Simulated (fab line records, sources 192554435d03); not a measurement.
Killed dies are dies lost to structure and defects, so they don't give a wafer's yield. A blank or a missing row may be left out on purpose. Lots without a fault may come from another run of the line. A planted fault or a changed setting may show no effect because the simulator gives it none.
fab line records | flow n5_finfet | part 1 of 2: steps 1 to 23 of 28
record lots=5 wafers=15 last_day=18
route steps=1938 shown BEOL_M15@1784
lots that met no fault: from a run of the same line without faults
start_h: hours from the record's first day to the start of the lot's first wafer shown | wait_h: hours since the lot's step before | " the same as in the row above | L1.1+2: a row that stands for several wafers | - no value, or no start given | * or withheld: withheld | < > ~ a bound
route shown NAME@n: a module of which the file shows steps, and the number in the route of the first | usual: mean/standard deviation of fault-free wafers | same: alike in all rows | chamber/n: place in a boat | sites: the reading at each site | _std_site: their standard deviation | _edge_site: outer sites' mean less inner sites' | radius_mm: how far each site lies from the wafer's centre | mask NAME#n: copy n | behind: the tool/chamber that last shaped the wafer | hold: why the lot was held/for how many hours/how that ended | device: the transistor (n, p or np) that didn't switch | end of line: the same wafers' tests at the end of the route | a step without rows: its recipe alone | killed: dies lost to structure and defects at the first sort, not the wafer's yield | map: a wafer's dies, x killed, . not, _ none there
set.NAME: the setting as run; set.NAME@STEP: as run at that earlier step | model.NAME: the simulator's own value behind a step, which no gauge read
lots at some steps of the route; a table a step, a row a wafer
services: from which hour (start_h, from the record's first day; less than 0 if before it) a tool's chamber was out of use, for how many hours, and why
## steps
# step N5_BEOL_M15_OVL_MEAS_11
# recipe points_per_wafer=44
# usual V14_OVL=-2/6.7
# columns lot.wafer tool chamber start_h wait_h V14_OVL[nm]
L075.1 overlay-01 0 295.32 0.0 -7
L075.2 " 0 " " -4
L075.5 " 0 " " 2
L082.2 overlay-02 0 309.93 0.0 -6
L082.3 " 0 " " -13
L082.6 " 0 " " -2
L080.2 overlay-02 0 325.01 0.0 -6
L080.3 " 0 " " 3
L080.6 " 0 " " -10
L083.1 overlay-01 0 342.66 0.0 0
L083.2 " 0 " " -1
L083.4 " 0 " " -2
L095.1 overlay-01 0 401.27 0.0 -8
L095.2 " 0 " " -9
L095.3 " 0 " " -1
# step N5_BEOL_M15_INSPECT_12
# recipe mode=adi inspect_instrument=macro
# usual raw_defect_count=2.1/1.4
# columns lot.wafer tool chamber start_h wait_h raw_defect_count
L075.1 defect_inspect-02 - 295.35 0.0 1
L075.2 " - " " 1
L075.5 " - " " 1
L082.2 defect_inspect-02 - 309.95 0.0 6
L082.3 " - " " 2
L082.6 " - " " 1
L080.2 defect_inspect-01 - 325.03 0.0 0
L080.3 " - " " 3
L080.6 " - " " 1
L083.1 defect_inspect-02 - 342.68 0.0 1
L083.2 " - " " 4
L083.4 " - " " 1
L095.1 defect_inspect-02 - 401.30 0.0 1
L095.2 " - " " 1
L095.3 " - " " 2
# step N5_BEOL_M15_DESCUM_15
# recipe chemistry=O2 time_s=7.9 source_power_w=50 bias_power_w=20 pressure_mtorr=20 rf_frequency_hz=2.712e+07 temp_c=40 o2_flow_sccm=225
# usual drypump_motor_current_A=5.61/0.29 oes_product_au=0.80/0.091 rf_vpp_V=243.3/1.4 showerhead_plenum_p_Torr=2.09/0.075 throttle_valve_pct=20.35/0.24
# columns lot.wafer tool chamber start_h wait_h drypump_motor_current_A oes_product_au rf_hours_counter_h rf_vpp_V showerhead_plenum_p_Torr throttle_valve_pct
L075.1 rie_diel-04 2 295.63 0.3 5.75 0.91 19 242.1 2.04 20.00
L075.2 " 0 " " 5.68 0.70 215 242.2 2.07 20.88
L075.5 " 0 " " 5.68 0.70 - 242.8 2.07 20.87
L082.2 rie_diel-02 3 309.99 0.0 5.46 0.88 27 241.4 2.03 20.45
L082.3 " 0 " " 5.28 0.70 221 242.5 1.98 20.55
L082.6 " 2 " " 5.68 0.89 - 243.7 2.13 20.04
L080.2 rie_diel-02 3 325.07 0.0 5.50 0.87 33 240.2 2.03 20.45
L080.3 " 0 " " 5.29 0.69 228 241.7 1.98 20.57
L080.6 " 1 " " 5.82 0.91 - 244.2 2.15 20.10
L083.1 rie_diel-02 0 342.77 0.1 5.28 0.70 237 241.2 1.98 20.56
L083.2 " 1 " " 5.82 0.90 26 244.7 2.15 20.10
L083.4 " 3 " " 5.49 0.86 41 243.1 2.03 20.47
L095.1 rie_diel-04 1 401.33 0.0 5.94 0.68 239 244.8 2.13 20.32
L095.2 " 2 " " 5.77 0.85 56 241.5 2.03 20.06
L095.3 " 3 " " 5.51 0.91 27 245.5 2.23 20.59
# step N5_BEOL_M15_ETCH_59
# recipe chemistry=N2/H2 target=BARC target_depth_a=890 overetch_a=267 time_s=67.9 ion_energy_ev=200 pressure_mtorr=30 source_w=840 bias_w=150 n2_flow_sccm=200 h2_flow_sccm=200
# usual bias_w=150.0/0.4 drypump_motor_current_A=5.62/0.29 oes_product_au=0.68/0.074 rf_vpp_V=524.1/2.7 showerhead_plenum_p_Torr=2.55/0.092 throttle_valve_pct=17.84/0.2
# columns lot.wafer tool chamber start_h wait_h bias_w drypump_motor_current_A oes_product_au rf_hours_counter_h rf_vpp_V showerhead_plenum_p_Torr throttle_valve_pct
L075.1 rie_diel-04 2 295.67 0.0 149.7 5.78 0.77 19 522.7 2.51 17.64
L075.2 " 0 " " 149.8 5.70 0.61 215 523.3 2.50 18.14
L075.5 " 0 " " 150.0 5.68 0.60 - 522.8 2.50 18.17
L082.2 rie_diel-02 3 310.02 0.0 150.1 5.47 0.75 27 522.3 2.48 17.89
L082.3 " 0 " " 150.1 5.31 0.60 221 521.1 2.42 18.02
L082.6 " 2 " " 150.4 5.64 0.77 - 524.1 2.61 17.70
L080.2 rie_diel-02 3 325.10 0.0 149.6 5.52 0.75 33 520.4 2.48 17.90
L080.3 " 0 " " 149.9 5.30 0.59 228 520.5 2.42 18.04
L080.6 " 1 " " 150.0 5.83 0.77 - 525.2 2.61 17.47
L083.1 rie_diel-02 0 342.81 0.0 149.7 5.32 0.59 237 520.7 2.41 18.06
L083.2 " 1 " " 150.7 5.83 0.75 26 524.5 2.61 17.49
L083.4 " 3 " " 149.9 5.50 0.73 41 522.1 2.47 17.92
L095.1 rie_diel-04 1 401.36 0.0 149.7 5.94 0.58 239 526.9 2.63 18.05
L095.2 " 2 " " 149.4 5.76 0.71 56 522.0 2.49 17.71
L095.3 " 3 " " 149.6 5.50 0.77 27 527.1 2.71 17.95
# step N5_BEOL_M15_VIA_ETCH_16
# recipe chemistry=C4F8/O2/Ar target=SiO2 he_inner_torr=15 he_outer_torr=30 target_depth_a=17922 time_s=withheld ion_energy_ev=800 pressure_mtorr=20 source_w=1905 bias_w=2040 Ar_flow_sccm=400 C4F8_flow_sccm=16 O2_flow_sccm=12 ends=cleared
# usual bias_w=2040/6.9 drypump_motor_current_A=5.62/0.29 he_outer_torr=29.99/0.059 oes_product_au=0.72/0.084 rf_vpp_V=2236/22 showerhead_plenum_p_Torr=3.44/0.11 throttle_valve_pct=30.80/0.22
# columns lot.wafer tool chamber start_h wait_h bias_w drypump_motor_current_A he_outer_torr oes_product_au rf_vpp_V showerhead_plenum_p_Torr throttle_valve_pct
L075.1 rie_diel-04 2 295.72 0.0 2037 5.75 29.98 0.82 2209 3.40 30.69
L075.2 " 0 " " 2031 5.70 29.98 0.62 2252 3.41 31.33
L075.5 " 0 " " 2036 5.71 29.97 0.62 2250 3.41 31.33
L082.2 rie_diel-02 3 310.08 0.0 2043 5.48 29.94 0.79 2230 3.36 31.05
L082.3 " 0 " " 2042 5.31 30.06 0.62 2237 3.24 30.63
L082.6 " 2 " " 2047 5.72 30.08 0.81 2243 3.51 30.67
L080.2 rie_diel-02 3 325.15 0.0 2048 5.48 29.90 0.79 2227 3.35 31.07
L080.3 " 0 " " 2041 5.30 30.09 0.62 2236 3.24 30.63
L080.6 " 1 " " 2041 5.86 29.92 0.81 2223 3.52 30.48
L083.1 rie_diel-02 0 342.86 0.0 2045 5.32 30.03 0.61 2235 3.24 30.63
L083.2 " 1 " " 2034 5.88 29.99 0.80 2222 3.52 30.50
L083.4 " 3 " " 2033 5.51 29.97 0.77 2228 3.35 31.07
L095.1 rie_diel-04 1 401.42 0.0 2040 5.96 29.98 0.61 2243 3.53 30.89
L095.2 " 2 " " 2041 5.77 29.98 0.76 2206 3.38 30.72
L095.3 " 3 " " 2035 5.50 29.91 0.83 2281 3.62 30.97
# step N5_BEOL_M15_STRIP_63
# recipe chemistry=O2 power_w=600 temp_c=60 pressure_mtorr=30 rf_frequency_hz=6e+07 bias_power_w=0 overash_fraction=0.3 o2_flow_sccm=225
# usual drypump_motor_current_A=5.61/0.29 oes_product_au=0.80/0.09 rf_vpp_V=3.6/0.74 showerhead_plenum_p_Torr=2.10/0.075 throttle_valve_pct=16.60/0.23
# columns lot.wafer tool chamber start_h wait_h drypump_motor_current_A oes_product_au rf_hours_counter_h rf_vpp_V showerhead_plenum_p_Torr throttle_valve_pct
L075.1 rie_diel-04 2 - - 5.76 0.92 19 4.3 2.04 16.25
L075.2 " 0 " " 5.69 0.70 215 3.3 2.07 17.09
L075.5 " 0 " " 5.72 0.70 - 2.8 2.07 17.08
L082.2 rie_diel-02 3 - - 5.49 0.89 27 3.7 2.04 16.65
L082.3 " 0 " " 5.30 0.69 222 3.4 1.99 16.86
L082.6 " 2 " " 5.68 0.89 - 3.2 2.13 16.27
L080.2 rie_diel-02 3 - - 5.50 0.87 34 2.8 2.03 16.64
L080.3 " 0 " " 5.30 0.70 228 3.2 1.99 16.86
L080.6 " 1 " " 5.83 0.89 - 4.2 2.16 16.33
L083.1 rie_diel-02 0 - - 5.31 0.69 237 3.8 1.98 16.90
L083.2 " 1 " " 5.86 0.88 27 4.3 2.15 16.36
L083.4 " 3 " " 5.44 0.86 41 2.6 2.03 16.65
L095.1 rie_diel-04 1 - - 5.93 0.69 240 5.0 2.13 16.61
L095.2 " 2 " " 5.78 0.85 56 3.2 2.03 16.32
L095.3 " 3 " " 5.48 0.91 27 3.7 2.24 16.75
# step N5_BEOL_M15_STRIP_64
# recipe chemistry=O2 power_w=600 temp_c=60 pressure_mtorr=30 rf_frequency_hz=6e+07 bias_power_w=0 overash_fraction=0.3 o2_flow_sccm=225
# usual drypump_motor_current_A=5.61/0.29 oes_product_au=0.80/0.09 rf_vpp_V=3.6/0.46 showerhead_plenum_p_Torr=2.10/0.075 throttle_valve_pct=16.60/0.24
# columns lot.wafer tool chamber start_h wait_h drypump_motor_current_A oes_product_au rf_hours_counter_h rf_vpp_V showerhead_plenum_p_Torr throttle_valve_pct
L075.1 rie_diel-04 2 - - 5.75 0.91 19 3.3 2.05 16.25
L075.2 " 0 " " 5.68 0.70 215 3.9 2.07 17.11
L075.5 " 0 " " 5.71 0.69 - 3.7 2.07 17.11
L082.2 rie_diel-02 3 - - 5.48 0.88 27 2.9 2.04 16.64
L082.3 " 0 " " 5.28 0.69 222 3.7 1.99 16.86
L082.6 " 2 " " 5.66 0.88 - 3.8 2.13 16.27
L080.2 rie_diel-02 3 - - 5.44 0.86 34 3.6 2.03 16.64
L080.3 " 0 " " 5.30 0.69 228 4.8 1.99 16.87
L080.6 " 1 " " 5.86 0.90 - 3.7 2.16 16.33
L083.1 rie_diel-02 0 - - 5.30 0.69 237 2.7 1.98 16.88
L083.2 " 1 " " 5.83 0.89 27 3.6 2.15 16.35
L083.4 " 3 " " 5.44 0.86 41 4.0 2.03 16.66
L095.1 rie_diel-04 1 - - 5.95 0.69 240 4.3 2.13 16.63
L095.2 " 2 " " 5.73 0.84 56 3.5 2.03 16.31
L095.3 " 3 " " 5.48 0.91 27 3.1 2.24 16.74
# step N5_BEOL_M15_STRIP_65
# recipe chemistry=post_etch_residue_remover time_s=60 temp_c=25 remover_ph=withheld remover_water_wt_pct=withheld remover_fluoride_wt_pct=withheld
# columns lot.wafer tool chamber start_h wait_h
L075.1+2+5 wet_bench-06 4,6,5 296.07 -
L082.2+3+6 wet_bench-01 6,1,0 310.43 -
L080.2+3+6 wet_bench-01 4,6,3 325.50 -
L083.1+2+4 wet_bench-06 1,7,3 343.21 -
L095.1+2+3 wet_bench-01 3,2,5 401.77 -
# step N5_BEOL_M15_SRD_66
# recipe time_s=30 temp_c=23 rinse_liquid=diw dry=n2_spin spin_rpm=1500 dry_time_s=30
# columns lot.wafer tool chamber start_h wait_h
L075.1+2+5 wet_bench-06 4,6,5 296.09 0.0
L082.2+3+6 wet_bench-01 6,1,0 310.45 0.0
L080.2+3+6 wet_bench-01 4,6,3 325.53 0.0
L083.1+2+4 wet_bench-06 1,7,3 343.23 0.0
L095.1+2+3 wet_bench-01 3,2,5 401.79 0.0
# step N5_BEOL_M15_CD_MEAS_17
# recipe target_cd_nm=360 polarity=opening
# usual cd_nm=360.4/1.9
# columns lot.wafer tool chamber start_h wait_h cd_nm
L075.1 cd_sem-03 - 296.13 0.0 361.0
L075.2 " - " " 358.7
L075.5 " - " " 360.8
L082.2 cd_sem-02 - 310.49 0.0 356.6
L082.3 " - " " 358.6
L082.6 " - " " 360.6
L080.2 cd_sem-03 - 325.57 0.0 360.5
L080.3 " - " " 361.8
L080.6 " - " " 363.0
L083.1 cd_sem-02 - 343.27 0.0 358.3
L083.2 " - " " 359.0
L083.4 " - " " 360.0
L095.1 cd_sem-03 - 401.83 0.0 356.7
L095.2 " - " " 360.4
L095.3 " - " " 359.1
# step N5_BEOL_M15_COAT_56
# recipe resist=SOC temp_c=250 time_s=60 spin_rpm=1500 resist_thk_nm=550
# columns lot.wafer tool chamber start_h wait_h
L075.1+2+5 litho_track-03 0 296.17 0.0
L082.2+3+6 litho_track-03 0 310.53 0.0
L080.2+3+6 litho_track-01 0 325.61 0.0
L083.1+2+4 litho_track-01 0 343.31 0.0
L095.1+2+3 litho_track-03 0 401.87 0.0
# step N5_BEOL_M15_ETCH_57
# recipe chemistry=N2/H2 target=SOC source_w=3000 bias_w=350 time_s=750 ion_energy_ev=200 pressure_mtorr=30 n2_flow_sccm=200 h2_flow_sccm=200
# usual bias_w=350.0/1.2 drypump_motor_current_A=5.6/0.32 oes_product_au=0.80/0.089 rf_vpp_V=524.2/2.4 showerhead_plenum_p_Torr=2.56/0.09 throttle_valve_pct=17.73/0.19
# columns lot.wafer tool chamber start_h wait_h bias_w drypump_motor_current_A oes_product_au rf_hours_counter_h rf_vpp_V showerhead_plenum_p_Torr throttle_valve_pct
L075.1 rie_diel-05 0 296.23 - 349.1 5.3 0.71 200 523.5 2.51 17.65
L075.2 " 2 " " 351.4 5.9 0.71 183 524.7 2.52 17.54
L075.5 " 3 " " 348.8 6.3 0.89 - 528.1 2.71 17.88
L082.2 rie_diel-02 3 310.65 - 348.9 5.4 0.88 27 522.4 2.48 17.78
L082.3 " 0 " " 347.9 5.3 0.69 222 521.8 2.42 17.93
L082.6 " 0 " " 349.1 5.3 0.70 - 520.4 2.42 17.91
L080.2 rie_diel-05 0 325.79 - 350.9 5.3 0.70 210 522.6 2.50 17.69
L080.3 " 3 " " 349.0 6.3 0.88 40 527.5 2.71 17.90
L080.6 " 3 " " 348.7 6.3 0.87 - 528.2 2.71 17.90
L083.1 rie_diel-04 3 343.39 - 352.1 5.5 0.96 7 528.6 2.72 17.82
L083.2 " 0 " " 348.6 5.7 0.68 233 523.7 2.49 18.08
L083.4 " 1 " " 351.0 5.9 0.69 220 526.4 2.64 17.90
L095.1 rie_diel-02 3 402.10 - 351.5 5.5 0.82 61 521.8 2.47 17.83
L095.2 " 1 " " 349.9 5.9 0.84 48 526.8 2.60 17.42
L095.3 " 1 " " 351.3 5.8 0.85 - 525.9 2.60 17.42
# step N5_BEOL_M15_COAT_60
# recipe resist=BARC temp_c=205 time_s=60 spin_rpm=1500 resist_thk_nm=89
# columns lot.wafer tool chamber start_h wait_h
L075.1+2+5 litho_track-05 0 296.73 0.3
L082.2+3+6 litho_track-03 0 311.15 0.3
L080.2+3+6 litho_track-03 0 326.29 0.3
L083.1+2+4 litho_track-01 0 343.89 0.3
L095.1+2+3 litho_track-03 0 402.84 0.5
# step N5_BEOL_M15_COAT_22
# recipe spin_rpm=1704 resist_thk_nm=800
# columns lot.wafer tool chamber start_h wait_h
L075.1+2+5 litho_track-05 0 - -
L082.2+3+6 litho_track-03 0 - -
L080.2+3+6 litho_track-03 0 - -
L083.1+2+4 litho_track-01 0 - -
L095.1+2+3 litho_track-03 0 - -
# step N5_BEOL_M15_EBR_24
# recipe solvent=PGMEA ebr_width_mm=1.5
# columns lot.wafer tool chamber start_h wait_h
L075.1+2+5 litho_track-05 0 - -
L082.2+3+6 litho_track-03 0 - -
L080.2+3+6 litho_track-03 0 - -
L083.1+2+4 litho_track-01 0 - -
L095.1+2+3 litho_track-03 0 - -
# step N5_BEOL_M15_SOFTBAKE_23
# recipe temp_c=130 time_s=60
# columns lot.wafer tool chamber start_h wait_h
L075.1+2+5 litho_track-05 0 - -
L082.2+3+6 litho_track-03 0 - -
L080.2+3+6 litho_track-03 0 - -
L083.1+2+4 litho_track-01 0 - -
L095.1+2+3 litho_track-03 0 - -
# step N5_BEOL_M15_EXPOSE_25
# recipe mask_id=M15 na=0.8 source_shape=annular sigma_inner=0.5 sigma_outer=0.8 polarization=unpolarized target_cd_nm=400 dose_mj=35.5
# same sigma_outer=0.8
# columns lot.wafer tool chamber start_h wait_h mask
L075.1+2+5 krf_scanner-02 0 296.96 - M15#0
L082.2+3+6 krf_scanner-02 0 311.38 - M15#0
L080.2+3+6 krf_scanner-01 0 326.40 - M15#0
L083.1+2+4 krf_scanner-01 0 343.99 - M15#0
L095.1+2+3 krf_scanner-01 0 402.94 - M15#0
# step N5_BEOL_M15_PEB_26
# recipe peb_temp_c=130 peb_time_s=90
# columns lot.wafer tool chamber start_h wait_h
L075.1+2+5 litho_track-03 0 297.01 0.1
L082.2+3+6 litho_track-03 0 311.43 0.0
L080.2+3+6 litho_track-01 0 326.45 0.0
L083.1+2+4 litho_track-01 0 344.05 0.1
L095.1+2+3 litho_track-03 0 403.00 0.1
# step N5_BEOL_M15_DEVELOP_27
# recipe develop_time_s=45 rinse_liquid=diw dry=air_spin dev_temp_c=21
# columns lot.wafer tool chamber start_h wait_h
L075.1+2+5 litho_track-03 0 - -
L082.2+3+6 litho_track-03 0 - -
L080.2+3+6 litho_track-01 0 - -
L083.1+2+4 litho_track-01 0 - -
L095.1+2+3 litho_track-03 0 - -
# step N5_BEOL_M15_HARDBAKE_32
# recipe temp_c=130 time_s=120
# columns lot.wafer tool chamber start_h wait_h
L075.1+2+5 litho_track-03 0 - -
L082.2+3+6 litho_track-03 0 - -
L080.2+3+6 litho_track-01 0 - -
L083.1+2+4 litho_track-01 0 - -
L095.1+2+3 litho_track-03 0 - -
# step N5_BEOL_M15_CD_MEAS_28
# recipe target_cd_nm=407.6 landing_energy_ev=500 detector=se_inlens
# usual cd_nm=406.4/1.8
# columns lot.wafer tool chamber start_h wait_h cd_nm
L075.1 cd_sem-02 0 297.13 - 409.4
L075.2 " 0 " " 407.7
L075.5 " 0 " " 408.5
L082.2 cd_sem-03 0 311.54 - 409.2
L082.3 " 0 " " 408.1
L082.6 " 0 " " 407.4
L080.2 cd_sem-01 0 326.56 - 405.8
L080.3 " 0 " " 405.9
L080.6 " 0 " " 407.0
L083.1 cd_sem-02 0 344.16 - 405.9
L083.2 " 0 " " 405.4
L083.4 " 0 " " 405.6
L095.1 cd_sem-03 0 403.11 - 408.4
L095.2 " 0 " " 409.8
L095.3 " 0 " " 409.5
# step N5_BEOL_M15_OVL_MEAS_29
# recipe points_per_wafer=44
# usual M15_OVL=-5/4.7
# columns lot.wafer tool chamber start_h wait_h M15_OVL[nm]
L075.1 overlay-02 0 297.16 0.0 -4
L075.2 " 0 " " -3
L075.5 " 0 " " -8
L082.2 overlay-02 0 311.57 0.0 0
L082.3 " 0 " " -11
L082.6 " 0 " " -2
L080.2 overlay-01 0 326.59 0.0 -7
L080.3 " 0 " " -5
L080.6 " 0 " " -2
L083.1 overlay-01 0 344.19 0.0 1
L083.2 " 0 " " -5
L083.4 " 0 " " -8
L095.1 overlay-01 0 403.14 0.0 -11
L095.2 " 0 " " -13
L095.3 " 0 " " -17
# step N5_BEOL_M15_INSPECT_30
# recipe mode=adi inspect_instrument=macro
# usual raw_defect_count=2.2/1.5
# columns lot.wafer tool chamber start_h wait_h raw_defect_count
L075.1 defect_inspect-01 - 297.18 0.0 4
L075.2 " - " " 1
L075.5 " - " " 2
L082.2 defect_inspect-01 - 311.60 0.0 3
L082.3 " - " " 1
L082.6 " - " " 4
L080.2 defect_inspect-02 - 326.62 0.0 0
L080.3 " - " " 3
L080.6 " - " " 1
L083.1 defect_inspect-01 - 344.22 0.0 3
L083.2 " - " " 2
L083.4 " - " " 4
L095.1 defect_inspect-02 - 403.17 0.0 4
L095.2 " - " " 1
L095.3 " - " " 1
